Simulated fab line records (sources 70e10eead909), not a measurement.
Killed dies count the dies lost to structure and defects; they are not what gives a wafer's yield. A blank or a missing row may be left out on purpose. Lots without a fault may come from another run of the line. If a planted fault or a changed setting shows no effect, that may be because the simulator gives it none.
fab line records	flow nandHarc
record: lots: 24	wafers: 72	lastDay: 33
route steps=1302 shown A_CHANNEL_FILL_D2@633 A_STAIRCASE@702
lots that met no fault: from a run of the same line without faults
startH: start of the lot's first displayed wafer, in hours after the record's first day	waitH: hours from the lot's prior step to this one	" the same as in the row above	L1.1+2: one row covering several wafers at once	- no value, or no start given	* or withheld: withheld	< > ~ a bound
route shown NAME@n: a module of which the file shows steps, and the number in the route of the first	usual: mean/standard deviation taken from wafers without a fault	same: alike in all rows	chamber/n: place in a boat	sites: each site's reading	_std_site: standard deviation of those values	_edge_site: mean of outer sites minus mean of inner sites	radiusMm: how far each site lies from the wafer's centre	mask NAME#n: copy n	behind: the last tool/chamber to shape the wafer	hold: why the lot was held/for how many hours/how that ended	device: whichever transistor did not switch (one of n, p or np)	end of line: the same wafers' tests at the end of the route	a step given without rows: its recipe and nothing more	killed: dies lost to structure and defects at the first sort, not the wafer's yield	map: dies across one wafer; x = killed, . = not, _ = none there
set.NAME: the setting as run; set.NAME@STEP: as run at that earlier step	model.NAME: the simulator's own value behind a step, which no gauge read
the route's steps for a sample of lots (tables are steps, rows are wafers)
services: from which hour (startH, from the record's first day; less than 0 if before it) a tool's chamber was out of use, for how many hours, and why
== steps ==
step: NHARC_A_CHANNEL_FILL_D2_CMP_10
recipe: targetThkNm: 150
usual: motorCurrentA: 12.1/1.1	timeToEndpointS: 14.3/2.3
lot.wafer	tool	chamber	startH	waitH	motorCurrentA	timeToEndpointS
L074.3	cmp-02	3	338.06	0.4	10.8	15.1
L074.1	"	0	"	"	11.2	16.4
L074.5	"	2	"	"	13.1	17.4
L075.2	cmp-02	1	352.22	0.4	10.6	15.5
L075.4	"	2	"	"	12.7	14.6
L075.5	"	3	"	"	10.7	13.2
L076.4	cmp-02	3	359.30	0.4	12.0	16.3
L076.6	"	3	"	"	11.1	15.5
L076.5	"	0	"	"	10.6	15.4
L077.2	cmp-04	2	376.85	0.4	10.8	9.2
L077.3	"	3	"	"	11.9	9.9
L077.6	"	1	"	"	13.0	13.7
L078.1	cmp-02	3	393.11	0.4	11.6	15.5
L078.3	"	2	"	"	13.3	14.3
L078.6	"	0	"	"	10.6	12.5
L079.2	cmp-02	1	398.49	0.4	10.3	11.6
L079.4	"	2	"	"	12.6	15.4
L079.1	"	0	"	"	10.6	11.8
L080.3	cmp-01	3	398.57	0.4	13.1	13.3
L080.6	"	0	"	"	13.4	11.3
L080.5	"	1	"	"	12.0	12.2
L081.4	cmp-04	0	414.09	0.4	13.5	17.6
L081.1	"	3	"	"	11.4	11.7
L081.6	"	1	"	"	12.9	11.9
L083.1	cmp-04	2	447.44	0.4	10.5	15.1
L083.4	"	1	"	"	12.1	13.3
L083.5	"	2	"	"	10.6	12.1
L082.2	cmp-01	1	447.49	0.4	11.6	14.0
L082.1	"	2	"	"	13.9	13.0
L082.5	"	3	"	"	12.1	15.1
L085.1	cmp-01	3	460.78	0.4	12.0	15.8
L085.4	"	0	"	"	13.7	16.4
L085.6	"	3	"	"	12.1	13.6
L084.3	cmp-04	1	460.78	0.4	13.3	15.1
L084.1	"	2	"	"	10.7	10.4
L084.6	"	1	"	"	13.0	11.2
L086.4	cmp-02	1	464.35	0.4	10.5	10.4
L086.2	"	3	"	"	11.8	13.2
L086.6	"	0	"	"	11.0	13.9
L087.4	cmp-01	3	479.69	0.4	11.6	16.2
L087.1	"	0	"	"	12.6	13.2
L087.5	"	0	"	"	13.6	14.1
L089.4	cmp-01	0	505.94	0.4	13.5	15.3
L089.2	"	2	"	"	13.6	12.6
L089.1	"	3	"	"	12.1	14.9
L090.3	cmp-04	2	505.94	0.4	10.1	15.6
L090.2	"	3	"	"	10.8	17.5
L090.5	"	2	"	"	11.3	15.9
L088.1	cmp-04	0	509.33	0.4	14.1	16.2
L088.4	"	2	"	"	10.9	12.0
L088.6	"	0	"	"	14.0	19.5
L092.2	cmp-01	1	519.27	0.4	11.8	14.3
L092.3	"	2	"	"	13.9	10.7
L092.5	"	1	"	"	11.7	13.2
L091.4	cmp-04	3	519.32	0.4	11.5	17.1
L091.5	"	1	"	"	13.2	14.0
L091.6	"	2	"	"	11.4	17.1
L093.1	cmp-02	0	527.97	0.4	11.2	17.5
L093.4	"	1	"	"	10.8	15.6
L093.6	"	0	"	"	10.9	19.5
L094.2	cmp-02	1	567.49	0.4	11.0	10.8
L094.3	"	3	"	"	11.5	14.2
L094.5	"	2	"	"	12.3	14.1
L095.3	cmp-04	3	567.52	0.4	11.2	16.1
L095.1	"	1	"	"	13.5	12.8
L095.6	"	3	"	"	11.6	15.1
L096.2	cmp-01	0	577.23	0.4	13.4	15.5
L096.6	"	3	"	"	11.4	17.4
L096.5	"	0	"	"	13.6	14.1
L097.2	cmp-01	2	577.35	0.5	14.4	11.9
L097.1	"	3	"	"	11.8	16.8
L097.4	"	1	"	"	12.1	14.0
step: NHARC_A_CHANNEL_FILL_D2_INSPECT_13
usual: rawDefectCount: 349/130
lot.wafer	tool	chamber	startH	waitH	rawDefectCount
L074.1	defectInspect-02	-	338.62	0.2	324
L074.3	"	-	"	"	287
L074.5	"	-	"	"	258
L075.2	defectInspect-01	-	352.79	0.1	271
L075.4	"	-	"	"	228
L075.5	"	-	"	"	204
L076.4	defectInspect-01	-	359.91	0.1	448
L076.5	"	-	"	"	461
L076.6	"	-	"	"	416
L077.2	defectInspect-01	-	388.08	6.2	231
L077.3	"	-	"	"	176
L077.6	"	-	"	"	250
L078.1	defectInspect-01	-	393.73	0.2	497
L078.3	"	-	"	"	204
L078.6	"	-	"	"	224
L079.1	defectInspect-02	-	399.10	0.2	223
L079.2	"	-	"	"	272
L079.4	"	-	"	"	389
L080.3	defectInspect-01	-	399.12	0.1	275
L080.5	"	-	"	"	264
L080.6	"	-	"	"	241
L081.1	defectInspect-02	-	414.70	0.2	300
L081.4	"	-	"	"	449
L081.6	"	-	"	"	308
L083.1	defectInspect-02	-	448.05	0.2	599
L083.4	"	-	"	"	451
L083.5	"	-	"	"	428
L082.1	defectInspect-01	-	448.06	0.2	361
L082.2	"	-	"	"	459
L082.5	"	-	"	"	422
L085.1	defectInspect-01	-	461.37	0.2	224
L085.4	"	-	"	"	256
L085.6	"	-	"	"	179
L084.1	defectInspect-02	-	461.37	0.2	425
L084.3	"	-	"	"	589
L084.6	"	-	"	"	406
L086.2	defectInspect-02	-	464.95	0.1	321
L086.4	"	-	"	"	421
L086.6	"	-	"	"	332
L087.1	defectInspect-02	-	480.30	0.2	365
L087.4	"	-	"	"	441
L087.5	"	-	"	"	483
L090.2	defectInspect-01	-	506.55	0.1	412
L090.3	"	-	"	"	254
L090.5	"	-	"	"	254
L089.1	defectInspect-02	-	506.57	0.2	331
L089.2	"	-	"	"	249
L089.4	"	-	"	"	206
L088.1	defectInspect-01	-	509.92	0.2	349
L088.4	"	-	"	"	261
L088.6	"	-	"	"	261
L091.4	defectInspect-01	-	519.88	0.1	488
L091.5	"	-	"	"	403
L091.6	"	-	"	"	356
L092.2	defectInspect-02	-	519.88	0.1	235
L092.3	"	-	"	"	184
L092.5	"	-	"	"	197
L093.1	defectInspect-01	-	528.58	0.2	217
L093.4	"	-	"	"	398
L093.6	"	-	"	"	340
L094.2	defectInspect-02	-	568.11	0.1	285
L094.3	"	-	"	"	326
L094.5	"	-	"	"	368
L095.1	defectInspect-01	-	568.13	0.2	717
L095.3	"	-	"	"	283
L095.6	"	-	"	"	362
L096.2	defectInspect-02	-	577.85	0.1	334
L096.5	"	-	"	"	473
L096.6	"	-	"	"	277
L097.1	defectInspect-02	-	578.02	0.2	223
L097.2	"	-	"	"	355
L097.4	"	-	"	"	381
step: NHARC_A_STAIRCASE_ETCH_188
recipe: targetDepthA: 1000	timeS: 40.5	ionEnergyEv: 400	c4f8FlowSccm: 20	o2FlowSccm: 10	arFlowSccm: withheld	rfW: 600	biasW: 1000	chemistry: C4F8/O2
usual: oesProductAu: 0.945/0.015	rfVppV: 897/5.9
lot.wafer	tool	chamber	startH	waitH	oesProductAu	rfHoursCounterH	rfVppV
L074.3	rieDiel-04	2	-	-	0.917	51	906
L074.1	"	3	"	"	0.914	55	887
L074.5	"	2	"	"	0.914	-	905
L075.2	rieDiel-01	1	-	-	0.945	41	902
L075.4	"	2	"	"	0.942	42	896
L075.5	"	1	"	"	0.944	-	902
L076.4	rieDiel-12	3	-	-	0.925	27	900
L076.6	"	3	"	"	0.935	-	898
L076.5	"	0	"	"	0.963	-	905
L077.3	rieDiel-12	3	-	-	0.926	33	898
L077.2	"	0	"	"	0.949	31	906
L077.6	"	2	"	"	0.940	-	893
L078.3	rieDiel-01	2	-	-	0.922	3	896
L078.1	"	1	"	"	0.942	5	902
L078.6	"	2	"	"	0.926	-	896
L079.2	rieDiel-01	3	-	-	0.929	6	890
L079.1	"	0	"	"	0.939	7	898
L079.4	"	1	"	"	0.955	7	900
L080.3	rieDiel-01	0	-	-	0.939	7	899
L080.5	"	1	"	"	0.953	-	901
L080.6	"	2	"	"	0.941	-	895
L081.1	rieDiel-04	2	-	-	0.935	18	905
L081.4	"	1	"	"	0.963	16	895
L081.6	"	2	"	"	0.938	-	906
L083.1	rieDiel-01	1	-	-	0.957	24	900
L083.4	"	2	"	"	0.949	20	896
L083.5	"	1	"	"	0.962	-	901
L082.1	rieDiel-04	2	-	-	0.943	27	905
L082.2	"	1	"	"	0.959	27	892
L082.5	"	2	"	"	0.951	-	904
L085.1	rieDiel-04	2	-	-	0.937	30	904
L085.6	"	3	"	"	0.942	-	887
L085.4	"	0	"	"	0.930	-	905
L084.1	rieDiel-12	1	-	-	0.949	4	903
L084.3	"	3	"	"	0.961	2	897
L084.6	"	2	"	"	0.937	-	893
L086.4	rieDiel-01	3	-	-	0.935	27	889
L086.2	"	1	"	"	0.941	32	902
L086.6	"	3	"	"	0.936	-	888
L087.4	rieDiel-04	1	-	-	0.973	32	893
L087.1	"	2	"	"	0.952	40	905
L087.5	"	0	"	"	0.974	-	905
L090.2	rieDiel-04	3	-	-	0.935	39	887
L090.3	"	0	"	"	0.938	44	905
L090.5	"	2	"	"	0.942	-	903
L089.4	rieDiel-12	2	-	-	0.921	15	892
L089.2	"	3	"	"	0.933	14	898
L089.1	"	1	"	"	0.931	17	903
L088.1	rieDiel-12	2	-	-	0.955	17	894
L088.4	"	0	"	"	0.954	15	905
L088.6	"	2	"	"	0.947	-	893
L092.2	rieDiel-04	1	-	-	0.993	42	896
L092.3	"	2	"	"	0.953	49	903
L092.5	"	2	"	"	0.957	-	902
L091.4	rieDiel-01	0	-	-	0.948	56	896
L091.5	"	1	"	"	0.956	-	900
L091.6	"	2	"	"	0.956	-	895
L093.4	rieDiel-01	1	-	-	0.987	52	900
L093.1	"	2	"	"	0.951	48	894
L093.6	"	2	"	"	0.948	-	895
L095.3	rieDiel-01	2	-	-	0.927	1	895
L095.1	"	3	"	"	0.955	1	889
L095.6	"	1	"	"	0.923	-	900
L094.3	rieDiel-04	0	-	-	0.940	11	905
L094.2	"	2	"	"	0.958	10	903
L094.5	"	3	"	"	0.942	-	907
L096.2	rieDiel-12	3	-	-	0.939	35	898
L096.6	"	2	"	"	0.941	-	893
L096.5	"	3	"	"	0.943	-	896
L097.4	rieDiel-12	1	-	-	0.934	40	901
L097.1	"	3	"	"	0.928	35	897
L097.2	"	0	"	"	0.933	29	904
step: NHARC_A_STAIRCASE_TRIM_191
recipe: timeS: 211.2	o2FlowSccm: 500	arFlowSccm: 0	biasW: 0	chemistry: O2
usual: drypumpMotorCurrentA: 5.7/0.38	oesProductAu: 1.005/0.011	rfVppV: 57.9/0.95	showerheadPlenumPTorr: 3.58/0.16	throttleValvePct: 17.038/0.0095
lot.wafer	tool	chamber	startH	waitH	drypumpMotorCurrentA	oesProductAu	rfHoursCounterH	rfVppV	showerheadPlenumPTorr	throttleValvePct
L074.3	rieDiel-04	2	-	-	5.1	0.989	52	58.0	3.78	17.036
L074.1	"	3	"	"	5.5	0.992	56	55.4	3.30	17.031
L074.5	"	3	"	"	5.5	0.989	-	55.9	3.30	17.034
L075.2	rieDiel-01	0	-	-	5.7	0.999	44	58.2	3.58	17.047
L075.4	"	3	"	"	5.8	1.007	47	56.1	3.36	17.030
L075.5	"	0	"	"	5.7	0.999	-	57.7	3.58	17.043
L076.4	rieDiel-12	3	-	-	5.6	0.997	27	58.1	3.60	17.032
L076.6	"	0	"	"	6.3	1.023	-	57.0	3.79	17.051
L076.5	"	1	"	"	5.8	1.026	-	58.8	3.73	17.030
L077.3	rieDiel-12	2	-	-	5.3	0.998	32	57.8	3.46	17.029
L077.2	"	0	"	"	6.3	1.018	31	57.6	3.79	17.046
L077.6	"	3	"	"	5.6	1.004	-	58.6	3.60	17.052
L078.1	rieDiel-01	0	-	-	5.7	1.006	5	59.3	3.58	17.046
L078.3	"	1	"	"	5.6	1.020	5	57.7	3.67	17.038
L078.6	"	1	"	"	5.6	1.008	-	58.1	3.67	17.044
L079.4	rieDiel-01	3	-	-	5.8	1.016	6	56.0	3.35	17.035
L079.2	"	1	"	"	5.6	1.026	7	57.9	3.67	17.055
L079.1	"	2	"	"	5.9	1.010	6	57.6	3.50	17.042
L080.3	rieDiel-01	1	-	-	5.6	1.015	7	57.8	3.67	17.046
L080.6	"	2	"	"	5.9	1.005	-	58.5	3.50	17.035
L080.5	"	3	"	"	5.8	1.000	-	56.8	3.35	17.034
L081.1	rieDiel-04	2	-	-	5.1	0.992	18	58.4	3.77	17.034
L081.4	"	1	"	"	5.7	1.015	16	58.2	3.49	17.033
L081.6	"	2	"	"	5.1	0.995	-	59.7	3.76	17.050
L083.1	rieDiel-01	0	-	-	5.7	1.007	21	57.4	3.57	17.047
L083.4	"	1	"	"	5.6	1.020	24	58.2	3.66	17.029
L083.5	"	2	"	"	5.9	0.982	-	57.7	3.49	17.044
L082.2	rieDiel-04	1	-	-	5.8	1.025	27	58.4	3.48	17.044
L082.1	"	2	"	"	5.1	1.001	27	58.8	3.76	17.035
L082.5	"	2	"	"	5.2	1.007	-	58.6	3.76	17.046
L085.1	rieDiel-04	3	-	-	5.5	1.016	30	56.7	3.28	17.039
L085.4	"	0	"	"	6.7	1.018	-	57.7	3.79	17.026
L085.6	"	2	"	"	5.2	1.005	-	56.9	3.76	17.038
L084.3	rieDiel-12	3	-	-	5.7	0.994	3	59.2	3.59	17.023
L084.1	"	1	"	"	5.8	0.991	4	57.3	3.71	17.029
L084.6	"	3	"	"	5.6	0.995	-	57.3	3.59	17.055
L086.2	rieDiel-01	0	-	-	5.7	0.999	32	57.2	3.56	17.046
L086.4	"	1	"	"	5.6	1.016	33	58.8	3.65	17.029
L086.6	"	0	"	"	5.7	1.012	-	56.3	3.56	17.029
L087.4	rieDiel-04	3	-	-	5.5	1.021	33	58.0	3.28	17.018
L087.1	"	1	"	"	5.8	1.038	32	58.1	3.48	17.047
L087.5	"	3	"	"	5.5	1.015	-	59.4	3.28	17.040
L089.1	rieDiel-12	1	-	-	5.8	0.995	17	58.7	3.71	17.050
L089.2	"	3	"	"	5.7	1.006	14	57.9	3.58	17.051
L089.4	"	0	"	"	6.3	1.004	14	59.7	3.77	17.035
L090.3	rieDiel-04	1	-	-	5.7	1.037	39	57.9	3.47	17.044
L090.2	"	0	"	"	6.7	1.009	45	59.9	3.78	17.034
L090.5	"	2	"	"	5.1	1.007	-	58.9	3.75	17.025
L088.4	rieDiel-12	1	-	-	5.8	0.995	19	57.7	3.71	17.043
L088.1	"	3	"	"	5.6	0.994	15	58.4	3.58	17.045
L088.6	"	1	"	"	5.8	0.996	-	57.5	3.70	17.035
L092.3	rieDiel-04	0	-	-	6.7	1.009	49	59.9	3.78	17.033
L092.2	"	2	"	"	5.1	1.001	49	57.8	3.75	17.049
L092.5	"	3	"	"	5.5	1.010	-	58.3	3.28	17.030
L091.4	rieDiel-01	3	-	-	5.8	1.005	51	57.6	3.33	17.036
L091.5	"	0	"	"	5.7	1.007	-	58.3	3.55	17.054
L091.6	"	1	"	"	5.5	1.003	-	58.3	3.64	17.030
L093.1	rieDiel-01	3	-	-	5.8	1.012	54	57.7	3.33	17.052
L093.4	"	2	"	"	5.9	0.998	48	57.4	3.47	17.031
L093.6	"	3	"	"	5.8	1.010	-	57.5	3.33	17.055
L095.1	rieDiel-01	2	-	-	5.9	0.990	1	58.1	3.47	17.048
L095.3	"	0	"	"	5.7	0.998	1	57.9	3.54	17.041
L095.6	"	1	"	"	5.6	0.999	-	58.3	3.64	17.039
L094.2	rieDiel-04	0	-	-	6.7	1.000	11	59.5	3.77	17.027
L094.3	"	2	"	"	5.1	0.999	10	57.3	3.74	17.029
L094.5	"	3	"	"	5.5	0.991	-	58.2	3.80	17.039
L096.2	rieDiel-12	3	-	-	5.7	0.996	35	59.6	3.57	17.032
L096.5	"	1	"	"	5.8	0.992	-	57.9	3.69	17.030
L096.6	"	2	"	"	5.3	1.001	-	57.6	3.43	17.040
L097.1	rieDiel-12	3	-	-	5.7	0.998	35	58.4	3.57	17.039
L097.2	"	0	"	"	6.3	1.011	29	57.7	3.76	17.020
L097.4	"	2	"	"	5.3	0.998	39	58.6	3.43	17.027
step: NHARC_A_STAIRCASE_ETCH_199
recipe: targetDepthA: 1000	timeS: 40.5	ionEnergyEv: 400	c4f8FlowSccm: 20	o2FlowSccm: 10	arFlowSccm: withheld	rfW: 600	biasW: 1000	chemistry: C4F8/O2
usual: oesProductAu: 0.948/0.012	rfVppV: 898/5.5
lot.wafer	tool	chamber	startH	waitH	oesProductAu	rfHoursCounterH	rfVppV
L074.1	rieDiel-12	0	-	-	0.960	18	905
L074.3	"	1	"	"	0.970	18	903
L074.5	"	0	"	"	0.961	-	907
L075.2	rieDiel-12	3	-	-	0.933	24	899
L075.4	"	0	"	"	0.961	22	906
L075.5	"	3	"	"	0.934	-	898
L076.4	rieDiel-04	1	-	-	0.976	0	895
L076.6	"	0	"	"	0.959	-	906
L076.5	"	1	"	"	0.984	-	895
L077.3	rieDiel-12	2	-	-	0.944	32	893
L077.2	"	0	"	"	0.960	31	906
L077.6	"	3	"	"	0.937	-	899
L078.1	rieDiel-01	0	-	-	0.955	6	898
L078.3	"	1	"	"	0.961	5	902
L078.6	"	3	"	"	0.954	-	890
L079.4	rieDiel-01	0	-	-	0.954	8	900
L079.2	"	1	"	"	0.944	8	899
L079.1	"	2	"	"	0.936	6	895
L080.3	rieDiel-01	2	-	-	0.943	6	894
L080.6	"	0	"	"	0.944	-	898
L080.5	"	1	"	"	0.955	-	900
L081.1	rieDiel-12	3	-	-	0.939	43	899
L081.4	"	0	"	"	0.947	41	904
L081.6	"	3	"	"	0.932	-	898
L083.4	rieDiel-01	0	-	-	0.954	22	896
L083.1	"	1	"	"	0.952	24	901
L083.5	"	1	"	"	0.953	-	902
L082.1	rieDiel-04	2	-	-	0.955	28	905
L082.2	"	3	"	"	0.957	26	885
L082.5	"	2	"	"	0.938	-	904
L085.1	rieDiel-12	1	-	-	0.947	4	904
L085.4	"	2	"	"	0.941	3	893
L085.6	"	1	"	"	0.951	-	902
L084.1	rieDiel-04	2	-	-	0.935	31	904
L084.3	"	2	"	"	0.932	-	903
L084.6	"	2	"	"	0.947	-	905
L086.2	rieDiel-12	3	-	-	0.943	6	899
L086.4	"	0	"	"	0.933	9	904
L086.6	"	2	"	"	0.933	-	892
L087.4	rieDiel-01	0	-	-	0.948	39	896
L087.1	"	1	"	"	0.960	37	900
L087.5	"	0	"	"	0.940	-	897
L089.2	rieDiel-12	0	-	-	0.947	15	906
L089.1	"	1	"	"	0.946	18	904
L089.4	"	2	"	"	0.918	16	893
L090.2	rieDiel-12	1	-	-	0.939	18	902
L090.3	"	0	"	"	0.919	15	905
L090.5	"	1	"	"	0.919	-	902
L088.1	rieDiel-12	3	-	-	0.966	16	898
L088.4	"	1	"	"	0.945	19	902
L088.6	"	3	"	"	0.958	-	898
L092.2	rieDiel-04	0	-	-	0.961	49	905
L092.3	"	2	"	"	0.934	49	902
L092.5	"	1	"	"	0.968	-	895
L091.4	rieDiel-01	2	-	-	0.943	46	894
L091.5	"	2	"	"	0.948	-	895
L091.6	"	3	"	"	0.951	-	889
L093.1	rieDiel-01	0	-	-	0.963	59	896
L093.4	"	1	"	"	0.965	53	900
L093.6	"	1	"	"	0.966	-	901
L095.3	rieDiel-12	1	-	-	0.948	39	902
L095.1	"	2	"	"	0.957	36	893
L095.6	"	0	"	"	0.956	-	904
L094.3	rieDiel-04	1	-	-	0.949	8	895
L094.2	"	3	"	"	0.949	13	906
L094.5	"	1	"	"	0.946	-	894
L096.2	rieDiel-12	1	-	-	0.942	41	902
L096.5	"	1	"	"	0.932	-	902
L096.6	"	2	"	"	0.926	-	892
L097.1	rieDiel-01	3	-	-	0.939	4	890
L097.2	"	1	"	"	0.966	4	900
L097.4	"	2	"	"	0.955	4	894
step: NHARC_A_STAIRCASE_DESCUM_219
recipe: timeS: 3	o2FlowSccm: 200	arFlowSccm: 0	biasPowerW: 0	chemistry: O2
usual: drypumpMotorCurrentA: 5.7/0.39	oesProductAu: 1.006/0.0098	rfVppV: 57.9/0.9	showerheadPlenumPTorr: 1.94/0.092	throttleValvePct: 11.311/0.0093
lot.wafer	tool	chamber	startH	waitH	drypumpMotorCurrentA	oesProductAu	rfHoursCounterH	rfVppV	showerheadPlenumPTorr	throttleValvePct
L074.1	rieDiel-12	3	352.61	-	5.7	0.985	20	57.1	1.96	11.308
L074.3	"	0	"	"	6.3	1.010	19	58.0	2.07	11.309
L074.5	"	2	"	"	5.3	1.001	-	58.2	1.88	11.310
L075.2	rieDiel-01	3	363.47	-	5.8	1.008	49	57.5	1.82	11.301
L075.4	"	1	"	"	5.6	1.009	43	57.7	2.00	11.310
L075.5	"	3	"	"	5.8	1.011	-	56.7	1.81	11.322
L076.4	rieDiel-04	1	372.14	-	5.7	1.028	1	58.7	1.89	11.316
L076.5	"	2	"	"	5.1	0.998	-	57.9	2.06	11.310
L076.6	"	3	"	"	5.5	1.006	-	57.5	1.78	11.315
L077.3	rieDiel-04	1	398.47	-	5.7	1.021	7	57.5	1.89	11.322
L077.2	"	3	"	"	5.5	0.997	6	58.1	1.78	11.316
L077.6	"	0	"	"	6.7	1.017	-	59.1	2.07	11.299
L078.3	rieDiel-12	1	405.93	-	5.8	1.013	36	58.3	2.03	11.315
L078.1	"	3	"	"	5.7	1.004	36	57.1	1.95	11.297
L078.6	"	1	"	"	5.8	1.001	-	58.5	2.03	11.305
L079.4	rieDiel-01	0	411.99	-	5.7	1.018	8	58.5	1.94	11.316
L079.2	"	2	"	"	5.9	0.998	7	57.8	1.89	11.327
L079.1	"	3	"	"	5.8	1.008	7	57.5	1.81	11.299
L080.3	rieDiel-12	2	412.22	-	5.3	1.010	39	55.6	1.87	11.321
L080.5	"	0	"	"	6.3	1.010	-	60.4	2.06	11.314
L080.6	"	2	"	"	5.3	1.002	-	59.5	1.87	11.313
L081.4	rieDiel-01	1	426.32	-	5.6	1.018	13	58.4	1.99	11.305
L081.1	"	0	"	"	5.7	1.018	12	57.9	1.94	11.305
L081.6	"	2	"	"	5.9	0.996	-	56.5	1.89	11.310
L083.4	rieDiel-01	1	458.20	-	5.6	1.027	24	56.6	1.99	11.317
L083.1	"	3	"	"	5.8	1.008	19	56.8	1.81	11.302
L083.5	"	1	"	"	5.5	1.025	-	58.9	1.99	11.308
L082.1	rieDiel-12	2	459.14	-	5.3	0.988	0	58.6	1.87	11.305
L082.2	"	3	"	"	5.6	1.007	0	58.8	1.95	11.324
L082.5	"	2	"	"	5.3	0.992	-	58.1	1.87	11.325
L085.1	rieDiel-01	0	472.93	-	5.7	1.006	30	57.4	1.93	11.322
L085.4	"	1	"	"	5.5	1.019	31	58.6	1.99	11.312
L085.6	"	0	"	"	5.7	0.999	-	59.1	1.93	11.323
L084.3	rieDiel-01	3	473.73	-	5.8	1.008	27	56.5	1.81	11.298
L084.1	"	0	"	"	5.7	1.009	30	58.2	1.93	11.327
L084.6	"	3	"	"	5.8	1.010	-	57.4	1.80	11.304
L086.4	rieDiel-04	3	480.04	-	5.5	1.007	31	56.4	1.77	11.318
L086.2	"	2	"	"	5.1	0.995	38	57.2	2.04	11.294
L086.6	"	3	"	"	5.5	0.998	-	57.5	1.77	11.321
L087.1	rieDiel-04	3	490.70	-	5.5	1.005	33	56.7	1.77	11.296
L087.4	"	1	"	"	5.7	1.028	33	57.9	1.88	11.302
L087.5	"	0	"	"	6.7	1.010	-	58.0	2.06	11.328
L089.4	rieDiel-01	0	517.60	-	5.7	1.016	48	57.6	1.93	11.321
L089.1	"	1	"	"	5.6	1.014	45	58.6	1.98	11.314
L089.2	"	2	"	"	5.9	0.995	41	57.3	1.88	11.311
L090.2	rieDiel-04	3	517.75	-	5.5	1.011	40	58.0	1.77	11.319
L090.3	"	2	"	"	5.2	1.001	46	58.6	2.04	11.307
L090.5	"	3	"	"	5.5	1.009	-	56.3	1.77	11.310
L088.4	rieDiel-04	2	521.22	-	5.1	1.002	47	57.8	2.04	11.314
L088.1	"	3	"	"	5.5	0.996	42	57.2	1.77	11.306
L088.6	"	2	"	"	5.1	1.004	-	57.1	2.04	11.323
L092.3	rieDiel-12	3	531.42	-	5.6	1.004	19	57.6	1.94	11.308
L092.2	"	1	"	"	5.8	0.997	24	58.3	2.01	11.293
L092.5	"	3	"	"	5.7	1.006	-	58.3	1.94	11.313
L091.4	rieDiel-01	0	531.76	-	5.7	0.999	57	58.5	1.92	11.319
L091.5	"	0	"	"	5.7	1.004	-	57.4	1.92	11.332
L091.6	"	1	"	"	5.6	1.017	-	57.9	1.98	11.305
L093.1	rieDiel-12	3	539.77	-	5.7	1.008	21	58.0	1.94	11.296
L093.4	"	3	"	"	5.6	1.014	-	58.5	1.94	11.297
L093.6	"	2	"	"	5.3	0.996	-	57.2	1.86	11.328
L095.1	rieDiel-04	3	578.57	-	5.5	1.000	13	57.3	2.07	11.314
L095.3	"	1	"	"	5.7	0.998	9	57.5	1.88	11.313
L095.6	"	3	"	"	5.5	0.988	-	58.5	2.07	11.301
L094.2	rieDiel-04	2	578.75	-	5.1	0.999	11	57.8	2.04	11.312
L094.3	"	3	"	"	5.5	1.010	13	58.1	2.07	11.307
L094.5	"	1	"	"	5.8	0.998	-	56.3	1.88	11.299
L096.2	rieDiel-01	2	587.87	-	5.9	0.988	4	58.2	1.88	11.324
L096.6	"	3	"	"	5.8	0.996	-	56.8	1.79	11.327
L096.5	"	0	"	"	5.7	1.010	-	58.4	1.92	11.323
L097.1	rieDiel-12	2	590.10	-	5.3	0.991	42	57.7	1.86	11.318
L097.2	"	1	"	"	5.8	0.998	43	57.7	2.01	11.299
L097.4	"	3	"	"	5.6	1.002	-	57.6	1.94	11.294
== services ==
tool	chamber	startH	hours	kind
rieDiel-04	0	344.27	10.1	repair
rieDiel-04	-	358.78	9.0	pm
cmp-01	-	377.19	1.2	repair
cmp-02	-	378.84	4.0	pm
cmp-04	-	380.05	4.0	pm
cmp-01	-	383.45	4.0	pm
rieDiel-01	-	383.99	9.0	pm
rieDiel-01	0	404.83	2.1	repair
rieDiel-12	-	407.18	1.1	repair
rieDiel-12	3	411.25	2.0	repair
rieDiel-12	2	417.94	1.3	repair
cmp-02	-	423.70	1.0	repair
cmp-04	-	445.41	0.9	repair
rieDiel-12	-	446.86	9.0	pm
cmp-02	-	474.16	2.7	repair
cmp-02	-	476.89	4.0	pm
cmp-04	-	478.05	4.0	pm
rieDiel-04	-	486.02	0.6	repair
rieDiel-12	0	490.37	19.8	repair
rieDiel-04	-	535.83	9.0	pm
rieDiel-01	1	558.22	4.2	repair
rieDiel-01	-	560.99	9.0	pm
rieDiel-12	1	571.07	4.2	repair
rieDiel-12	0	589.88	5.1	repair
== key ==
fault none
